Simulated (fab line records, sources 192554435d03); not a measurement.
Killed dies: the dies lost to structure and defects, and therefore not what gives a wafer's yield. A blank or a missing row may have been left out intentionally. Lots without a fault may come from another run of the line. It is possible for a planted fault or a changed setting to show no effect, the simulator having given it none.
Comparing a struck lot with a sound one + flow n5 finfet + 41 out of 1938 route steps
Sound: wafers L986.1, L986.4, L986.6. Wafers L999.1, L999.4, L999.6 were the ones struck. The cause is given at the end.
At each step with rows: each side's tool, then ch and its chambers, then its first start. Under that, the readings that differ: sound wafers + struck wafers + difference of the means + sigmas: that difference in standard deviations of wafers without a fault.
alike: words and numbers the same on both sides, and readings whose means are apart by under 2 such deviations; not compared: readings that were withheld, readings missing a value for some wafer, numbers with overlapping values and no deviation given by the record, and bounds like >300 which may hide the same value.
A row with sigmas, a row that says differs or no value, or rows on one side alone: a step with any of these is where the two part. When numbers do not overlap yet have no deviation, they are printed without sigmas and do not part them. A reading that every wafer of one side lacks parts them only if that side has two wafers or more.

first, 12 steps without rows for these wafers: N5_HKMG_FIN_STRIP_33 (strips in N2/H2); N5_HKMG_FIN_STRIP_34 (strips in CF4); N5_HKMG_FIN_ETCH_35 (etches SOC in N2/H2, target depth 215.8 nm, time 243.4 s); N5_HKMG_FIN_STRIP_92 (strips SOC in N2/H2, time 20 s); N5_HKMG_FIN_WET_ETCH_18 (etches TiN in SC1, time 55 s, target depth 5.2 nm, rinse time 30 s); N5_HKMG_FIN_STRIP_19 (strips in N2/H2, time 360 s); N5_HKMG_FIN_ALD_91 (deposits TiN, target thk 1 nm, pulse time 1 s, purge time 3 s); N5_HKMG_FIN_COAT_85 (time 60 s, resist thk 300 nm); N5_HKMG_FIN_ETCH_86 (etches SOC in N2/H2, stops on TiN, target depth 393.2 nm); N5_HKMG_FIN_STRIP_89 (strips SOC in N2/H2, time 20 s); N5_HKMG_FIN_WET_ETCH_87 (etches TiN in SC1, time 154.2 s, target depth 4.7 nm, rinse time 30 s); N5_HKMG_FIN_STRIP_88 (strips in N2/H2, time 360 s).
N5_HKMG_FIN_NWFM_ALD_20: deposits TiAlC, target thk 2 nm, pulse time 3 s, purge time 2 s.
  sound on ald metal-03 ch 0,2,3, day 4 18:15; struck on ald metal-04 ch 0,1,3, day 8 05:59
  no value came back on the struck wafers for any of 6 readings (ald cycles, chamber pressure Torr (Torr) and others); on the sound wafers ald cycles reads 7 7 7
then, 26 steps without rows for these wafers: N5_HKMG_FIN_ALD_71 (deposits TiN, target thk 1 nm, pulse time 1 s, purge time 3 s); N5_HKMG_FIN_COAT_66 (time 60 s, resist thk 300 nm); N5_HKMG_FIN_ETCH_67 (etches SOC in N2/H2, stops on TiN, target depth 388.9 nm); N5_HKMG_FIN_STRIP_90 (strips SOC in N2/H2, time 20 s); N5_HKMG_FIN_WET_ETCH_73 (etches the open film in SC1, time 42.3 s, target depth 1.3 nm, rinse time 30 s); N5_HKMG_FIN_ETCHBACK_68 (etches the open film in Cl2/Ar, stops on HfO2, target depth 0.5 nm); N5_HKMG_FIN_STRIP_69 (strips in N2/H2, time 360 s); N5_HKMG_FIN_ALD_21 (deposits TiN, target thk 1.5 nm, pulse time 1 s, purge time 3 s); N5_HKMG_FIN_ALD_72 (deposits W, target thk 2 nm, pulse time 1 s, purge time 2 s); N5_HKMG_FIN_W_FILL_22 (material W, target thk 60 nm, time 18.2 s); N5_HKMG_FIN_PRECLEAN_83 (cleans in DIW, time 57.5 s); N5_HKMG_FIN_SRD_84 (dry time 32 s); N5_HKMG_FIN_CMP_23 (polishes, stops on SiNx, t overpolish 10 s, target thk 46.326 nm); N5_HKMG_FIN_CMP_94 (polishes, stops on SiNx, t overpolish 4.7 s, target thk 43.299 nm); N5_GATE_CUT_ETCHBACK_00 (etches W in SF6/Cl2); N5_GATE_CUT_ETCH_56 (etches TiN in Cl2/Ar, target depth 21.6 nm); N5_GATE_CUT_ETCHBACK_30 (etches TiN in Cl2/Ar, target depth 3 nm); N5_GATE_CUT_VAPOR_ETCH_60 (etches HfO2 in BCl3/Cl2); N5_GATE_CUT_ETCH_58 (etches SiNx in CH3F/O2, target depth 17 nm, time 128.6 s); N5_GATE_CUT_STRIP_59 (strips in N2/H2, time 20 s); N5_GATE_CUT_PRECLEAN_31 (cleans in DIW, time 300 s); N5_GATE_CUT_SRD_32 (time 30 s); N5_GATE_CUT_SAC_CAP_01 (material SiNx, target thk 24 nm, pulse time 1 s, ald cycles 480); N5_GATE_CUT_PECVD_57 (deposits SiNx from SiH4/NH3/N2, target thk 21 nm); N5_GATE_CUT_CMP_02 (polishes, stops on SiO2, t overpolish 12.7 s, target thk 0 nm); N5_GATE_CUT_HM_DEP_46 (deposits SiO2 from TEOS/O2, target thk 130 nm, time 26.6 s).
-- a jump in the record: the struck wafers' starts before and after are 4 days apart (it breaks off in module GATE_CUT and resumes in module BEOL_M4, where the first step shown is number 1111 of the route) --
N5_BEOL_M4_RC_MEAS_101:
  sound on prober-01 ch 0, day 8 19:04; struck on prober-01 ch 0, day 11 23:56
| reading             | sound                      | struck                     | difference | sigmas      |
|---------------------|----------------------------|----------------------------|------------|-------------|
| IOFF_N (nA/um)      | 0.174 0.150 0.143          | 0.000 0.000 0.000          | -0.156     | -5          |
| IOFF_N_85C (nA/um)  | 3.4 3.0 2.9                | 0.0 0.0 0.0                | -3.1       | -7          |
| IOFF_N_LIN (nA/um)  | 0.084 0.074 0.071          | 0.000 0.000 0.000          | -0.076     | -7          |
| IOFF_N_LONG (nA/um) | 6.14e-05 6.03e-05 6.06e-05 | 4.53e-05 4.52e-05 4.62e-05 | -1.52e-05  | -5          |
| IOFF_P (nA/um)      | 0.23 0.21 0.21             | 3.91 3.84 4.89             | +4.00      | +99 or more |
| IOFF_P_85C (nA/um)  | 4.0 3.6 3.6                | 42.3 42.4 51.3             | +41.6      | +87         |
| IOFF_P_LIN (nA/um)  | 0.112 0.102 0.102          | 1.789 1.795 2.143          | +1.804     | +99 or more |
| IOFF_P_LONG (nA/um) | 0.000126 0.00012 0.000123  | 0.001719 0.001722 0.001751 | +0.001608  | +99 or more |
| ION_N (uA/um)       | 690 684 675                | 89 90 97                   | -591       | -54         |
| ION_P (uA/um)       | 476 469 465                | 565 568 590                | +104       | +15         |
| VT_N (mV)           | 246.6 249.3 249.5          | 543.7 542.7 542.8          | +294.6     | +99 or more |
| VT_N_LONG (mV)      | 273.4 272.2 271.8          | 571.7 571.4 574.3          | +300.0     | +99 or more |
| VT_N_LVT (mV)       | 95 98 97                   | 395 397 390                | +297       | +96         |
| VT_P (mV)           | -248.7 -247.0 -247.9       | -166.1 -166.4 -164.6       | +82.2      | +29         |
| VT_P_LONG (mV)      | -269 -272 -270             | -192 -191 -190             | +79        | +25         |
| VT_P_LVT (mV)       | -95.4 -97.2 -96.3          | -16.5 -16.4 -13.3          | +80.9      | +29         |
  alike: DIBL_N, DIBL_P, SS_N, SS_P
-- here the record skips 4 days between the struck wafers' starts before and after, leaving off in module BEOL_M4 and picking up in module PASSIVATION (first step shown: number 1936 of the route) --
N5_PASSIVATION_PROBE_49:
  sound: prober-02 at day 13 02:13; struck: prober-01 at day 16 00:55
| reading                | sound          | struck            | difference | sigmas |
|------------------------|----------------|-------------------|------------|--------|
| sort_bin_4_leakage (%) | 0 0 0          | 90.08 90.34 90.68 | +90.37     |        |
| sort n pass            | 1062 1066 1072 | 0 0 0             | -1067      | -59    |
| sort yield pct (%)     | 90.0 90.3 90.8 | 0 0 0             | -90        | -60    |
  alike: defect limited yield, killed_at_M0_to_M3, killed_at_M4_up, killed at contacts, killed at front end, killed at other, killed dies, killed open, killed short, sort_bin_5_function, sort_bin_6_memory

WHERE THEY PART
Earliest at N5_HKMG_FIN_NWFM_ALD_20; latest, in this record, at N5_PASSIVATION_PROBE_49.

WHY: the cause the simulator had injected
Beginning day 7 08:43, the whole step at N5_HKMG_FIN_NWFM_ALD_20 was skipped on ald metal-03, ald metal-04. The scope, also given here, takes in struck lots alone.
